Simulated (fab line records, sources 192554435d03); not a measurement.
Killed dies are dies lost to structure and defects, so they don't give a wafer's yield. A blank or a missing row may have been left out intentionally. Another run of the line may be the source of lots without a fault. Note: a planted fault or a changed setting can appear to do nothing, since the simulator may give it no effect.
Which tool did it? | flow n5_finfet | 24 lots with 72 wafers sampled at 2 steps, on a route of 1938 steps

== WHAT THE GAUGES READ, wafer by wafer ==
N5_BEOL_M3_CD_MEAS_11: the cd target is 17.05 nm. Usual: cd_nm reads 17.07 nm (standard deviation 0.26).
lot  | measured     | on        | cd_nm (nm)        | flag
L074 | day 7 07:55  | cd_sem-03 | 17.39 17.19 16.75 |
L076 | day 7 08:35  | cd_sem-03 | 16.99 16.86 16.66 |
L075 | day 7 12:18  | cd_sem-02 | 17.71 16.79 17.16 |
L077 | day 7 17:57  | cd_sem-02 | 17.21 16.93 17.14 |
L078 | day 7 18:17  | cd_sem-03 | 16.91 17.05 17.02 |
L079 | day 8 12:25  | cd_sem-03 | 17.22 16.38 17.10 |
L080 | day 8 22:07  | cd_sem-03 | 17.17 17.10 16.65 |
L081 | day 9 00:53  | cd_sem-03 | 17.03 17.07 17.30 |
L082 | day 9 01:04  | cd_sem-01 | 17.05 17.32 17.23 |
L083 | day 9 13:06  | cd_sem-01 | 16.87 16.79 17.21 |
L085 | day 9 14:59  | cd_sem-03 | 17.18 17.05 17.62 |
L084 | day 9 17:53  | cd_sem-03 | 16.70 17.22 17.45 |
L087 | day 10 20:08 | cd_sem-01 | 17.12 16.73 17.00 |
L086 | day 11 02:52 | cd_sem-03 | 17.21 17.00 17.31 |
L089 | day 11 04:25 | cd_sem-03 | 16.90 16.86 17.06 |
L088 | day 11 11:14 | cd_sem-02 | 17.06 17.19 17.42 |
L090 | day 11 12:22 | cd_sem-03 | 16.98 17.10 17.15 |
L094 | day 12 16:47 | cd_sem-03 | 17.37 17.31 17.00 |
L091 | day 12 17:35 | cd_sem-01 | 17.47 17.34 16.56 |
L095 | day 12 17:48 | cd_sem-03 | 17.33 16.65 17.00 |
L093 | day 12 17:58 | cd_sem-02 | 17.60 17.75 17.18 |
L092 | day 12 18:49 | cd_sem-03 | 17.58 17.46 16.88 |
L096 | day 12 20:12 | cd_sem-03 | 16.95 17.09 16.76 |
L097 | day 13 13:52 | cd_sem-02 | 16.92 16.97 16.89 |

N5_BEOL_M3_INSPECT_13: inspects for defects (brightfield). Usual: raw_defect_count reads 407 (standard deviation 110).
lot  | measured     | on                | raw_defect_count | flag
L074 | day 7 08:00  | defect_inspect-02 | 568 621 839      |
L076 | day 7 08:40  | defect_inspect-02 | 284 362 177      |
L075 | day 7 12:23  | defect_inspect-01 | 358 468 318      |
L077 | day 7 18:02  | defect_inspect-01 | 416 518 454      |
L078 | day 7 18:23  | defect_inspect-02 | 269 402 229      |
L079 | day 8 12:30  | defect_inspect-01 | 291 327 305      |
L080 | day 8 22:12  | defect_inspect-02 | 449 362 358      |
L081 | day 9 00:59  | defect_inspect-02 | 395 626 510      |
L082 | day 9 01:10  | defect_inspect-01 | 264 347 270      |
L083 | day 9 13:11  | defect_inspect-01 | 211 343 232      |
L085 | day 9 15:05  | defect_inspect-01 | 355 481 382      |
L084 | day 9 17:58  | defect_inspect-02 | 423 503 407      |
L087 | day 10 20:13 | defect_inspect-02 | 504 561 547      |
L086 | day 11 02:57 | defect_inspect-01 | 335 472 365      |
L089 | day 11 04:30 | defect_inspect-02 | 417 467 559      |
L088 | day 11 11:19 | defect_inspect-01 | 341 456 446      |
L090 | day 11 12:28 | defect_inspect-01 | 487 344 330      |
L094 | day 12 16:53 | defect_inspect-01 | 440 492 383      |
L091 | day 12 17:40 | defect_inspect-01 | 346 253 323      |
L095 | day 12 17:53 | defect_inspect-01 | 337 371 412      |
L093 | day 12 18:03 | defect_inspect-02 | 572 475 476      |
L092 | day 12 18:55 | defect_inspect-02 | 469 333 432      |
L096 | day 12 20:17 | defect_inspect-01 | 575 360 361      |
L097 | day 13 13:58 | defect_inspect-01 | 566 389 456      |

== WHAT TOOL EACH LOT RAN ON (gives the tool, then ch and the chambers of the sampled wafers, and finally the start) ==
There is no process step in the record ahead of these readings.

== AS READ BY THE TOOLS THEMSELVES (means over the sampled wafers that have a number; for cases with no such wafer, the mark the record gives instead) ==
The record holds no such reading with a usual standard deviation.

== THE ANSWER, worked out from the rows above alone ==
Rule: lot off if the mean of its wafers having a number is beyond 3 standard deviations from the usual mean. Also off: a lot with no number at a reading for which 4 or more lots have one. Any other lot the step has rows for is counted as sound. First the gauges in route order, then the tools' own readings, where a lot's mean is used as printed above. The first step at which some lot is off is used, and at that step the reading that is off furthest; a lot without a number counts as furthest.
None of the lots is off at any reading shown; this tells nothing.

== WHAT WAS PUT IN BY THE SIMULATOR ==
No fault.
